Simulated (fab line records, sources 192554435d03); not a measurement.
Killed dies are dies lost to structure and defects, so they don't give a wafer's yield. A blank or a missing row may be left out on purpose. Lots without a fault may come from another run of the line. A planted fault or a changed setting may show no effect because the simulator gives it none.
Chamber matching | flow n5_finfet | N5_HKMG_FIN_ETCH_55 on rie_diel-02: 4 sister chambers
The step etches SOC in N2/H2, target depth 240 nm, time 300 s. 4 wafers are shown with their chamber, then 9 later ones without.

WAFERS WITH THEIR CHAMBER
wafer  | chamber | drypump_motor_current_A (A)
L077.1 | 0       | 6.2
L089.2 | 3       | 5.3
L089.3 | 2       | 5.1
L089.6 | 1       | 5.8

WAFERS WITHOUT THEIR CHAMBER
wafer  | drypump_motor_current_A (A)
L091.2 | 5.8
L091.3 | 6.1
L091.4 | 5.3
L094.2 | 6.2
L094.3 | 5.7
L094.5 | 5.1
L097.1 | 5.3
L097.4 | 6.2
L097.5 | 5.1

WHICH CHAMBER EACH WENT THROUGH
wafer  | from the rows above | in truth
L091.2 | 1                   | 1
L091.3 | 0                   | 0
L091.4 | 3                   | 3
L094.2 | 0                   | 0
L094.3 | 1                   | 1
L094.5 | 2                   | 2
L097.1 | 3                   | 3
L097.4 | 0                   | 0
L097.5 | 2                   | 2
Placed correctly: 9 of 9. Can't be placed from these rows: 0. Placed wrongly: 0.
How it was worked out, from the rows above alone: a wafer's distance from a chamber is the root of the sum, over the readings, of the square of ((its reading less the chamber's mean) divided by the reading's scatter). The wafer belongs to the nearest chamber; if the next one is less than 2 further off, it can't be placed. A chamber's mean is the mean of its shown wafers. The scatter: with one shown wafer a chamber, the root of the mean of the squares of how far each hidden wafer lies from its nearest shown one.
